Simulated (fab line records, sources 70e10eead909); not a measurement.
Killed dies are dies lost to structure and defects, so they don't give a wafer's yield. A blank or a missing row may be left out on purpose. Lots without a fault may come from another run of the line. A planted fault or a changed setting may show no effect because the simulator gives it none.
A struck lot beside a sound one | flow nand_harc | 18 steps out of a route of 1302
Sound: wafers L366.1, L366.2, L366.5. Struck: wafers L370.1, L370.3, L370.5. The cause comes at the end.
At each step with rows: each side's tool, then ch and its chambers, then its first start. Under that, the readings that differ: sound wafers | struck wafers | difference of the means | sigmas: that difference in standard deviations of wafers without a fault.
alike: readings whose means differ by less than 2 such deviations, and words and numbers that are the same on both sides. not compared: withheld readings, readings that some wafer has no value for, bounds like >300 that may hide the same value, and numbers for which the record gives no deviation and whose values overlap.
The two part at a step that has a row with sigmas, a row that says differs or no value, or rows on one side only. Numbers that don't overlap but have no deviation are shown without sigmas and don't part them. A reading that every wafer of one side lacks parts them only if that side has two wafers or more.

NHARC_P_ZERO_WELL_CD_MEAS_37: target cd 720 nm.
  sound on cd_sem-03 ch 0, day 3 06:07; struck on cd_sem-03 ch 0, day 4 22:13
  alike: cd_nm
then, 1 step without rows for these wafers: NHARC_P_ZERO_WELL_HARDBAKE_38 (time 80 s).
NHARC_P_ZERO_WELL_DESCUM_39: chemistry O2, time 3 s.
  sound on rie_diel-09 ch 0,1,3, day 3 06:17; struck on rie_diel-13 ch 0,1,3, day 4 22:23
  alike: drypump_motor_current_A, oes_product_au, rf_vpp_V, showerhead_plenum_p_Torr, throttle_valve_pct
  not compared: rf_hours_counter_h
then, 9 steps without rows for these wafers: NHARC_P_ZERO_WELL_IMPLANT_40; NHARC_P_ZERO_WELL_IMPLANT_59; NHARC_P_ZERO_WELL_IMPLANT_60; NHARC_P_ZERO_WELL_STRIP_41 (strips in SPM, time 840 s); NHARC_P_ZERO_WELL_DEHYDRATE_44 (time 120 s); NHARC_P_ZERO_WELL_HMDS_45 (time 30 s); NHARC_P_ZERO_WELL_COAT_46; NHARC_P_ZERO_WELL_SOFTBAKE_47 (time 95 s); NHARC_P_ZERO_WELL_EBR_48.
NHARC_P_ZERO_WELL_EXPOSE_49: exposes mask P HVPW, target cd 2000 nm.
  sound on krf_scanner-01 ch 0, day 3 07:35; struck on krf_scanner-03 ch 0, day 4 23:34
  reading | sound                      | struck                        | difference | sigmas
  mask    | P_HVPW#0 P_HVPW#0 P_HVPW#0 | P_NWELL#0 P_NWELL#0 P_NWELL#0 | differs    |
  alike: exposure_dose_mJ_cm2
then, 2 steps without rows for these wafers: NHARC_P_ZERO_WELL_PEB_50 (peb time 85 s); NHARC_P_ZERO_WELL_DEVELOP_51 (time 70 s).
NHARC_P_ZERO_WELL_CD_MEAS_52: target cd 2000 nm.
  sound on cd_sem-02 ch 0, day 3 07:45; struck on cd_sem-03 ch 0, day 4 23:43
  reading    | sound                | struck | difference                    | sigmas
  cd_nm (nm) | 1999.8 1999.9 2000.1 | - - -  | no value on the struck wafers |
then, 1 step without rows for these wafers: NHARC_P_ZERO_WELL_HARDBAKE_53 (time 80 s).
-- the record jumps here: 23 days lie between the struck wafers' starts before and after (it left off in module P_ZERO_WELL and takes up again in module END, whose first step shown is number 1302 of the route) --
NHARC_END_SORT_01:
  the record has rows for the struck wafers here (prober-02 ch 0, day 27 13:02) and none for the sound ones

WHERE THEY PART
First at NHARC_P_ZERO_WELL_EXPOSE_49; last, within this record, at NHARC_END_SORT_01.

WHY: what the simulator had put in
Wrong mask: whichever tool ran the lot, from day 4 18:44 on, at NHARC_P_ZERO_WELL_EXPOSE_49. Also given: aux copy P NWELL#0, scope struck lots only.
